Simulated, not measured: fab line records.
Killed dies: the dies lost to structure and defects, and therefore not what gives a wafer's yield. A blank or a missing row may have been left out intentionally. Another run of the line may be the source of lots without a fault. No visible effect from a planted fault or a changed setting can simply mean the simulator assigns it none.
Problem report in the 8D (eight disciplines) form, filled by code || flow n5-finfet || the parts of the form that need people (team, actions taken, sign-off) are left out

== 1. THE ISSUE ==
run-length-s at N5_PASSIVATION_PECVD_53 reads a mean of 203.8 s on 3 wafers of 2 lots; wafers without a fault read 197.2 s with a standard deviation of 0.61. That puts it +11 standard deviations away from the usual mean.
The step: deposits SiO2 from TEOS/O2, target thk 800 nm, time 169.4 s.
First seen on wafer L965.5, day 14 23:41, on pecvd-02. At this step, 18 wafers from 6 lots have a number in the record. The rule behind "out" and "out of limits": a value lying over 4 standard deviations away from the usual mean. The other wafers with a number count as sound.

== 2. WHAT IT IS, WHAT IT ISN'T ==
{"question": "which readings at this step", "is": "run-length-s", "is not": "susceptor-temp-C"}
{"question": "which lots", "is": "L965, L966", "is not": "L954, L960, L972, L973"}
{"question": "which wafers of those lots", "is": "L965.5, L966.5, L966.6", "is not": "L965.3, L965.4, L966.4"}
{"question": "read on which tools", "is": "pecvd-02", "is not": "pecvd-03, pecvd-04"}
{"question": "when", "is": "from day 14 23:41", "is not": "up to then (8 sound wafers); but 7 sound wafers of L966, L972, L973 came after"}

== 3. THE SUSPECTS, EACH WITH WHAT RULES IT OUT ==
Counting: a tool at a process step up to the reading stays a suspect if it ran every lot that is out. Sound lots after the first of them don't rule it out here, since some wafers of a struck lot are sound.
- rie-metal-02 at N5_PASSIVATION_AL_ETCH_33 (etches Al in Cl2/BCl3, stops on TaN, target depth 2800 nm, time 466.7 s): kept. Every lot that is out went through it, the first being L965 (day 14 22:48); the last sound lot it ran before that was L960 (day 13 12:44).
- rie-metal-02 at N5_PASSIVATION_ETCH_59 (etches TaN in Cl2/BCl3, target depth 65 nm, time 34.9 s): kept. Every lot that is out went through it, the first being L965 (day 14 23:06); the last sound lot it ran before that was L960 (day 13 13:08).
- pecvd-02 at N5_PASSIVATION_PECVD_53 (deposits SiO2 from TEOS/O2, target thk 800 nm, time 169.4 s): kept. Every lot that is out went through it, the first being L965 (day 14 23:41); the last sound lot it ran before that was L960 (day 13 14:09). Out on those wafers are its own readings of run-length-s.
After the count, these remain: rie-metal-02 at N5_PASSIVATION_AL_ETCH_33, rie-metal-02 at N5_PASSIVATION_ETCH_59 and pecvd-02 at N5_PASSIVATION_PECVD_53.

== 4. THE CAUSE (what the simulator had put in) ==
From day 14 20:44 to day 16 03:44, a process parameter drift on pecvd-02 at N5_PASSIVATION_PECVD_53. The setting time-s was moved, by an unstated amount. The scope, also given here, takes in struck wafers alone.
This tool is one of the 3 suspects left after counting.

== 5. SEQUENCE OF EFFECTS, ordered by route ==
Rows list readings where the struck wafers' mean (over those with a number) sits beyond 3 standard deviations from the usual. Scope: only readings with a usual standard deviation given in the record; hours: median across lots of the time from each lot's start at the first step in this table that gives one to its start at this step; sigmas: change in usual standard deviations.
{"hours": 0, "step": "N5_PASSIVATION_PECVD_53", "reading": "run-length-s", "usual": "197.2 s", "on struck wafers": 203.8, "change": "+6.6", "sigmas": "+11"}
Process steps it contains:
- N5_PASSIVATION_PECVD_53: deposits SiO2 from TEOS/O2, target thk 800 nm, time 169.4 s.

== 6. HOW IT WOULD HAVE BEEN CAUGHT EARLIER ==
In this record the first reading out of limits was taken at day 14 23:41, 3 hours after the fault began at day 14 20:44.
